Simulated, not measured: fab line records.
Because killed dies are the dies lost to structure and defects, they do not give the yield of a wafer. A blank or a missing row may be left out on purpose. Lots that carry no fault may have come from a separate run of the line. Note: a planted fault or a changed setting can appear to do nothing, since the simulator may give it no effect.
Chamber matching + flow n5_finfet + cmp-01 running N5_GATE_CUT_CMP_61: 4 sister chambers
The step polishes, stops on SiNx, t overpolish 3 s. 14 wafers are shown with their chamber, then 7 later ones without.

## EACH WAFER AND ITS CHAMBER
| wafer  | chamber | slurry_filter_dp_kPa (kPa) | motor_current_A (A) |
|--------|---------|----------------------------|---------------------|
| L074.1 | 3       | 13.62                      | 12.3                |
| L074.4 | 1       | 13.86                      | 12.0                |
| L074.6 | 0       | 13.41                      | 12.1                |
| L076.3 | 0       | 13.23                      | 12.4                |
| L076.4 | 3       | 13.43                      | 12.0                |
| L076.6 | 0       | 13.42                      | 12.1                |
| L078.2 | 0       | 13.55                      | 12.9                |
| L078.3 | 3       | 13.36                      | 11.7                |
| L078.6 | 0       | 13.54                      | 12.0                |
| L079.1 | 3       | 13.49                      | 11.6                |
| L079.4 | 0       | 13.38                      | 12.5                |
| L079.6 | 2       | 13.42                      | 12.6                |
| L084.1 | 3       | 13.18                      | 12.0                |
| L084.3 | 0       | 13.35                      | 12.5                |

SIGNATURES (averages over the wafers above)
| reading              | chamber 0 | chamber 1 | chamber 2 | chamber 3 | scatter within a chamber |
|----------------------|-----------|-----------|-----------|-----------|--------------------------|
| slurry_filter_dp_kPa | 13.4114   | 13.8600   | 13.4200   | 13.4160   | 0.134                    |
| motor_current_A      | 12.357    | 12.000    | 12.600    | 11.920    | 0.301                    |
Rule: for a wafer and a chamber, the distance is found by dividing, reading by reading, the gap between the wafer's reading and the chamber's mean by the reading's scatter, squaring, summing and taking the root. If the next closest chamber is less than 2 further off than the closest, the wafer can't be placed; otherwise it belongs to the closest. How the scatter is found: for the shown wafers, subtract from each reading the mean of its chamber, square and add these, divide the total by (wafers less chambers), then take the root.

## WAFERS WHOSE CHAMBER IS MISSING
| wafer  | slurry_filter_dp_kPa (kPa) | motor_current_A (A) |
|--------|----------------------------|---------------------|
| L084.4 | 13.85                      | 11.6                |
| L086.2 | 13.50                      | 12.1                |
| L086.4 | 13.59                      | 13.0                |
| L086.5 | 13.24                      | 11.9                |
| L097.1 | 13.58                      | 12.3                |
| L097.5 | 13.28                      | 12.0                |
| L097.6 | 13.22                      | 12.6                |

## WHICH CHAMBER EACH WENT THROUGH
| wafer  | from the rows above               | in truth |
|--------|-----------------------------------|----------|
| L084.4 | 1                                 | 1        |
| L086.2 | can't be placed: 3 or 0 or 2 or 1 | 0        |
| L086.4 | can't be placed: 2 or 0 or 3      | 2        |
| L086.5 | can't be placed: 3 or 0 or 2      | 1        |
| L097.1 | can't be placed: 0 or 2 or 3 or 1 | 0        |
| L097.5 | can't be placed: 3 or 0 or 2      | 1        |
| L097.6 | can't be placed: 2 or 0 or 3      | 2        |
1 of 7 placed correctly. From these rows, 6 cannot be placed; in 4 the true chamber is one of the candidates. Number placed wrongly: 0.
